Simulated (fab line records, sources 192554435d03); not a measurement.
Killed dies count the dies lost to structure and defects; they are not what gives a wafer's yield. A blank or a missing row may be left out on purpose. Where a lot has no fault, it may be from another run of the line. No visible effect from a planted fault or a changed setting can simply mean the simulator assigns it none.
Matching of chambers | flow n5_finfet | N5_BEOL_M4_CO_CAP_55 on cvd_co-02: 3 sister chambers
The step material Co, precursor CCTBA/H2, target thk 2 nm, time 102.1 s. 45 wafers are shown with their chamber, then 12 later ones without.

## WAFERS WITH THEIR CHAMBER
wafer  | chamber | heater_power_w (W) | susceptor_temp_C (C)
L075.2 | 1       | 312                | 200.05
L075.3 | 2       | 224                | 199.95
L075.5 | 0       | 250                | 199.86
L077.2 | 2       | 222                | 200.10
L077.4 | 2       | 222                | 200.42
L077.5 | 1       | 313                | 200.45
L078.3 | 2       | 225                | 200.03
L078.4 | 1       | 313                | 199.84
L078.5 | 1       | 318                | 199.77
L080.1 | 1       | 315                | 199.88
L080.2 | 0       | 249                | 200.15
L080.5 | 2       | 223                | 199.91
L082.1 | 2       | 226                | 199.86
L082.3 | 1       | 312                | 200.16
L082.6 | 1       | 313                | 200.30
L081.2 | 0       | 249                | 200.05
L081.3 | 2       | 223                | 199.94
L081.4 | 2       | 228                | 199.95
L083.2 | 1       | 317                | 200.05
L083.3 | 0       | 254                | 199.88
L083.6 | 0       | 251                | 199.91
L085.1 | 1       | 315                | 199.88
L085.4 | 1       | 319                | 200.06
L085.5 | 0       | 249                | 200.14
L087.3 | 0       | 254                | 199.75
L087.4 | 0       | 251                | 199.84
L087.6 | 2       | 222                | 199.80
L086.4 | 0       | 251                | 200.03
L086.5 | 2       | 220                | 200.10
L086.6 | 1       | 314                | 199.88
L089.1 | 1       | 311                | 200.02
L089.2 | 0       | 258                | 200.13
L089.4 | 1       | 318                | 200.01
L088.1 | 0       | 253                | 200.22
L088.4 | 1       | 317                | 200.16
L088.6 | 0       | 251                | 200.14
L091.1 | 0       | 251                | 199.93
L091.3 | 1       | 319                | 200.00
L091.6 | 1       | 323                | 199.99
L092.3 | 2       | 228                | 200.01
L092.5 | 1       | 325                | 200.01
L092.6 | 2       | 224                | 200.06
L093.2 | 0       | 252                | 199.91
L093.4 | 2       | 223                | 200.10
L093.6 | 1       | 318                | 200.14

SIGNATURES (means of the wafers above)
reading          | chamber 0 | chamber 1 | chamber 2 | scatter within a chamber
heater_power_w   | 251.64    | 316.22    | 223.85    | 3.08
susceptor_temp_C | 199.9957  | 200.0361  | 200.0177  | 0.156
Rule: a wafer lies at a distance from a chamber equal to the root of the sum of squares, over the readings, of (its reading less the chamber's mean, divided by the reading's scatter). If the next closest chamber is less than 2 further off than the closest, the wafer can't be placed; otherwise it belongs to the closest. The scatter: the root of (the sum of the squares of (reading less its chamber's mean) over the shown wafers, divided by (wafers less chambers)).

## WAFERS MISSING THEIR CHAMBER
wafer  | heater_power_w (W) | susceptor_temp_C (C)
L094.1 | 314                | 200.16
L094.5 | 318                | 200.20
L094.6 | 258                | 199.92
L095.2 | 254                | 199.94
L095.4 | 248                | 199.89
L095.6 | 227                | 200.01
L096.1 | 309                | 200.09
L096.2 | 262                | 199.84
L096.6 | 230                | 199.95
L097.2 | 225                | 200.05
L097.3 | 250                | 199.87
L097.5 | 224                | 200.12

## WHICH CHAMBER EACH WENT THROUGH
wafer  | from the rows above | in truth
L094.1 | 1                   | 1
L094.5 | 1                   | 1
L094.6 | 0                   | 0
L095.2 | 0                   | 0
L095.4 | 0                   | 0
L095.6 | 2                   | 2
L096.1 | 1                   | 1
L096.2 | 0                   | 0
L096.6 | 2                   | 2
L097.2 | 2                   | 2
L097.3 | 0                   | 0
L097.5 | 2                   | 2
12 of 12 placed correctly. From these rows, 0 cannot be placed. Number placed wrongly: 0.
